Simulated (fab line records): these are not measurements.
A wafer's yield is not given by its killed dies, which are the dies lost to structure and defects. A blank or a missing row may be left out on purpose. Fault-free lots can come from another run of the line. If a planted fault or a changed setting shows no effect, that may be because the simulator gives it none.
Matching of chambers -- flow n5Finfet -- N5_BEOL_M1_DESCUM_16 on rieDiel-05 has 4 sister chambers
The step chemistry O2, time 7 s. 4 wafers are shown with their chamber, then 7 later ones without.

## WAFERS, EACH WITH ITS CHAMBER
wafer,chamber,throttleValvePct (%)
L083.3,1,20.23
L083.4,0,20.38
L085.1,2,20.45
L085.2,3,20.56

## WAFERS WITHOUT THEIR CHAMBER
wafer,throttleValvePct (%)
L085.6,20.39
L091.1,20.42
L091.2,20.58
L091.3,20.48
L095.2,20.43
L095.3,20.27
L095.4,20.59

## THE CHAMBER EACH PASSED THROUGH
wafer,from the rows above,in truth
L085.6,can't be placed: 0 or 2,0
L091.1,can't be placed: 2 or 0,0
L091.2,3,3
L091.3,can't be placed: 2 or 3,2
L095.2,can't be placed: 2 or 0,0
L095.3,1,1
L095.4,3,3
Placed correctly: 3 of 7. Cannot be placed on the basis of these rows: 4; the candidates contain the true chamber in 4. Number placed wrongly: 0.
How it was worked out, from the rows above alone: a wafer's distance from a chamber is the root of the sum, over the readings, of the square of ((its reading less the chamber's mean) divided by the reading's scatter). If the next closest chamber is less than 2 further off than the closest, the wafer can't be placed; otherwise it belongs to the closest. Each chamber's mean is taken over the wafers shown for it. The scatter (one wafer shown for each chamber): square how far every hidden wafer sits from the nearest shown wafer, average those squares and take the square root.
